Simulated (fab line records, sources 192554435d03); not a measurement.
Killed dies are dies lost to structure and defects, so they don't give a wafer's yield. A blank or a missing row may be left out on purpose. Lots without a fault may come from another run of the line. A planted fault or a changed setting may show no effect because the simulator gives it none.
Chamber matching | flow n5_finfet | N5_FIN_SAQP_PECVD_06 on pecvd-03: 3 sister chambers
The step deposits a-Si from SiH4/He, target thk 60 nm, time 48.1 s. 3 wafers are shown with their chamber, then 11 later ones without.

WAFERS WITH THEIR CHAMBER
wafer  | chamber | showerhead_plenum_p_Torr (Torr)
L086.4 | 0       | 5.60
L086.6 | 2       | 5.70
L087.1 | 1       | 5.73

WAFERS WITHOUT THEIR CHAMBER
wafer  | showerhead_plenum_p_Torr (Torr)
L087.2 | 5.68
L087.3 | 5.62
L087.4 | 5.71
L087.5 | 5.69
L087.6 | 5.63
L089.2 | 5.73
L089.3 | 5.63
L089.5 | 5.69
L095.1 | 5.71
L095.4 | 5.71
L095.5 | 5.64

WHICH CHAMBER EACH WENT THROUGH
wafer  | from the rows above     | in truth
L087.2 | can't be placed: 2 or 1 | 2
L087.3 | 0                       | 0
L087.4 | can't be placed: 2 or 1 | 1
L087.5 | can't be placed: 2 or 1 | 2
L087.6 | can't be placed: 0 or 2 | 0
L089.2 | can't be placed: 1 or 2 | 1
L089.3 | can't be placed: 0 or 2 | 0
L089.5 | can't be placed: 2 or 1 | 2
L095.1 | can't be placed: 2 or 1 | 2
L095.4 | can't be placed: 2 or 1 | 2
L095.5 | can't be placed: 0 or 2 | 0
Placed correctly: 1 of 11. Can't be placed from these rows: 10 (the true chamber is among the candidates in 10). Placed wrongly: 0.
How it was worked out, from the rows above alone: a wafer's distance from a chamber is the root of the sum, over the readings, of the square of ((its reading less the chamber's mean) divided by the reading's scatter). The wafer belongs to the nearest chamber; if the next one is less than 2 further off, it can't be placed. A chamber's mean is the mean of its shown wafers. The scatter: with one shown wafer a chamber, the root of the mean of the squares of how far each hidden wafer lies from its nearest shown one.
